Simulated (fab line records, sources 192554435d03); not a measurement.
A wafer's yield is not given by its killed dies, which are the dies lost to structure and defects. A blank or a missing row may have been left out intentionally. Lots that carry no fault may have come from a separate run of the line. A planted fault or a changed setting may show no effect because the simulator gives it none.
Split-lot study || flow n5 finfet || route with 1938 steps; 7 lots, 21 wafers read

ABOUT THE SPLIT
At N5_MOL_CONTACT_COAG_CMP_23 (polishes, stops on SiO2, t overpolish 1.5 s, target thk 0 nm), the setting down force psi was moved away from the recipe's 2 psi on 8 of the 21 wafers read, by -22.3% to +18.5%. This setting was run at the recipe's value on the other wafers.

FROM THE SPLIT TO THE READING: what the file shows between them, 4 steps
- N5_MOL_CONTACT_COAG_WET_ETCH_26: target Co, target depth 13 nm
- N5_MOL_CONTACT_COAG_WET_ETCH_116: etches the open film in SC1-inhibited, target depth 4.6 nm, rinse time 30 s
- N5_MOL_CONTACT_COAG_ALD_27: deposits SiOC, target thk 17 nm, pulse time 1.5 s, time 2720 s
- N5_MOL_CONTACT_COAG_CMP_28: polishes, stops on SiNx, t overpolish 0.85 s, target thk 14.522 nm

THE READING
At N5_MOL_CONTACT_COAG_THK_MEAS_29: MD_CAP_THK, given in nm. A value of 17.91 nm with a standard deviation of 0.08 nm is what fault-free wafers of this fab line usually give.

{"wafer": "L074.1", "tool, chamber at the split": "cmp-02, 1,0", "down force psi as run, psi": 2.325, "against the recipe": "+16.3%", "MD_CAP_THK, nm": 17.60, "against lot-mates on the recipe": -0.31}
{"wafer": "L074.2", "tool, chamber at the split": "cmp-02, 1,0", "down force psi as run, psi": 2.325, "against the recipe": "+16.3%", "MD_CAP_THK, nm": 17.58, "against lot-mates on the recipe": -0.33}
{"wafer": "L074.4", "tool, chamber at the split": "cmp-02, 2", "down force psi as run, psi": 2, "against the recipe": "recipe", "MD_CAP_THK, nm": 17.91, "against lot-mates on the recipe": "-"}
{"wafer": "L076.4", "tool, chamber at the split": "cmp-03, 1", "down force psi as run, psi": 2, "against the recipe": "recipe", "MD_CAP_THK, nm": 18.02, "against lot-mates on the recipe": "-"}
{"wafer": "L076.5", "tool, chamber at the split": "cmp-03, 3,0", "down force psi as run, psi": 2, "against the recipe": "recipe", "MD_CAP_THK, nm": 17.90, "against lot-mates on the recipe": "-"}
{"wafer": "L076.6", "tool, chamber at the split": "cmp-03, 3,0", "down force psi as run, psi": 2, "against the recipe": "recipe", "MD_CAP_THK, nm": 17.95, "against lot-mates on the recipe": "-"}
{"wafer": "L078.2", "tool, chamber at the split": "cmp-01, 3,1", "down force psi as run, psi": 2, "against the recipe": "recipe", "MD_CAP_THK, nm": 17.92, "against lot-mates on the recipe": "-"}
{"wafer": "L078.4", "tool, chamber at the split": "cmp-01, 2", "down force psi as run, psi": 2.336, "against the recipe": "+16.8%", "MD_CAP_THK, nm": 17.55, "against lot-mates on the recipe": -0.32}
{"wafer": "L078.6", "tool, chamber at the split": "cmp-01, 3,1", "down force psi as run, psi": 2, "against the recipe": "recipe", "MD_CAP_THK, nm": 17.82, "against lot-mates on the recipe": "-"}
{"wafer": "L084.2", "tool, chamber at the split": "cmp-03, 2,0,1", "down force psi as run, psi": 2, "against the recipe": "recipe", "MD_CAP_THK, nm": 17.93, "against lot-mates on the recipe": "-"}
{"wafer": "L084.5", "tool, chamber at the split": "cmp-03, 2,0,1", "down force psi as run, psi": 2, "against the recipe": "recipe", "MD_CAP_THK, nm": 17.91, "against lot-mates on the recipe": "-"}
{"wafer": "L084.6", "tool, chamber at the split": "cmp-03, 2,0,1", "down force psi as run, psi": 2, "against the recipe": "recipe", "MD_CAP_THK, nm": 17.93, "against lot-mates on the recipe": "-"}
{"wafer": "L087.1", "tool, chamber at the split": "cmp-03, 3,2", "down force psi as run, psi": 2, "against the recipe": "recipe", "MD_CAP_THK, nm": 17.97, "against lot-mates on the recipe": "-"}
{"wafer": "L087.5", "tool, chamber at the split": "cmp-03, 3,2", "down force psi as run, psi": 2, "against the recipe": "recipe", "MD_CAP_THK, nm": 17.85, "against lot-mates on the recipe": "-"}
{"wafer": "L087.6", "tool, chamber at the split": "cmp-03, 1", "down force psi as run, psi": 2.369, "against the recipe": "+18.5%", "MD_CAP_THK, nm": 17.51, "against lot-mates on the recipe": -0.40}
{"wafer": "L090.1", "tool, chamber at the split": "cmp-03, 2,1", "down force psi as run, psi": 1.554, "against the recipe": "-22.3%", "MD_CAP_THK, nm": 18.37, "against lot-mates on the recipe": "+0.39"}
{"wafer": "L090.3", "tool, chamber at the split": "cmp-03, 3", "down force psi as run, psi": 2, "against the recipe": "recipe", "MD_CAP_THK, nm": 17.98, "against lot-mates on the recipe": "-"}
{"wafer": "L090.6", "tool, chamber at the split": "cmp-03, 2,1", "down force psi as run, psi": 1.554, "against the recipe": "-22.3%", "MD_CAP_THK, nm": 18.50, "against lot-mates on the recipe": "+0.52"}
{"wafer": "L095.2", "tool, chamber at the split": "cmp-01, 2,1", "down force psi as run, psi": 2.23, "against the recipe": "+11.5%", "MD_CAP_THK, nm": 17.65, "against lot-mates on the recipe": -0.33}
{"wafer": "L095.4", "tool, chamber at the split": "cmp-01, 0", "down force psi as run, psi": 2, "against the recipe": "recipe", "MD_CAP_THK, nm": 17.98, "against lot-mates on the recipe": "-"}
{"wafer": "L095.6", "tool, chamber at the split": "cmp-01, 2,1", "down force psi as run, psi": 2.23, "against the recipe": "+11.5%", "MD_CAP_THK, nm": 17.69, "against lot-mates on the recipe": -0.29}
If several chambers appear in one row, that row covers several wafers at once and the file leaves open which wafer was in which chamber.

THE FIT
A straight line over all 21 wafers: MD_CAP_THK changes by -0.0223 nm for each +1% of down force psi; r = -0.98; the points scatter about the line by 0.049 nm.
The same after taking each lot's own level away (the mean of its wafers on the recipe; 21 wafers): -0.0209 nm for each +1%; r = -0.98; scatter 0.046 nm.
Per that fit: largest down force psi move, reading shift of 0.47 nm.
The span of the lots' own levels, 17.870 to 17.980 nm, comes to 1.4 times the standard deviation stated above.
The two slopes are in agreement: the lot-to-lot level therefore moves the slope only a little.
Check: +0.492 nm against its lot-mates is what the line predicts for one of the wafers moved furthest among these (-22.3%) when that wafer is left out of the fit. Against them it came out at +0.39 nm.

OTHER SPLITS ON THESE WAFERS
Before the reading, these wafers also passed through other splits. Each is held against what the fit with the lots' levels taken away leaves over:
{"other split on the same wafers": "N5_FIN_CUT_EXPOSE_05 dose mj", "wafers away from the commonest value": 7, "r with MD_CAP_THK (lot level and that fit taken away)": -0.42}
{"other split on the same wafers": "N5_DUMMY_GATE_COAT_09 spin rpm", "wafers away from the commonest value": 9, "r with MD_CAP_THK (lot level and that fit taken away)": "+0.00"}
{"other split on the same wafers": "N5_SD_EPI_P_EPI_21 temp c", "wafers away from the commonest value": 5, "r with MD_CAP_THK (lot level and that fit taken away)": "+0.17"}
{"other split on the same wafers": "N5_SDB_ETCH_18 source w", "wafers away from the commonest value": 6, "r with MD_CAP_THK (lot level and that fit taken away)": -0.49}

THE WHOLE CHAIN: every reading that the file lists as answering this split, in the file's order
{"step": "N5_MOL_CONTACT_COAG_CMP_23", "what it does": "polishes, stops on SiO2, t overpolish 1.5 s, target thk 0 nm", "reading": "SiNx_of_GATE_CUT_SAC_CAP_01.thk nm (the simulator's own value, which no gauge read)", "change (the file's fit)": "-0.0204 nm for each +1% of the setting", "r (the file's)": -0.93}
{"step": "N5_MOL_CONTACT_COAG_WET_ETCH_26", "what it does": "target Co, target depth 13 nm", "reading": "SiNx_of_GATE_CUT_SAC_CAP_01.thk nm (the simulator's own value, which no gauge read)", "change (the file's fit)": "-0.0218 nm for each +1% of the setting", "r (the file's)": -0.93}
{"step": "N5_MOL_CONTACT_COAG_WET_ETCH_116", "what it does": "etches the open film in SC1-inhibited, target depth 4.6 nm, rinse time 30 s", "reading": "SiNx_of_GATE_CUT_SAC_CAP_01.thk nm (the simulator's own value, which no gauge read)", "change (the file's fit)": "-0.0213 nm for each +1% of the setting", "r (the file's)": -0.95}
{"step": "N5_MOL_CONTACT_COAG_CMP_28", "what it does": "polishes, stops on SiNx, t overpolish 0.85 s, target thk 14.522 nm", "reading": "SiNx_of_GATE_CUT_SAC_CAP_01.thk nm (the simulator's own value, which no gauge read)", "change (the file's fit)": "-0.0186 nm for each +1% of the setting", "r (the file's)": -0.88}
{"step": "N5_MOL_CONTACT_COAG_THK_MEAS_29", "what it does": "", "reading": "MD_CAP_THK", "change (the file's fit)": "-0.0209 for each +1% of the setting", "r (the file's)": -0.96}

FILE'S OWN FIT
MD_CAP_THK changes by -0.0209 nm for each +1% of down force psi, r = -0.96.
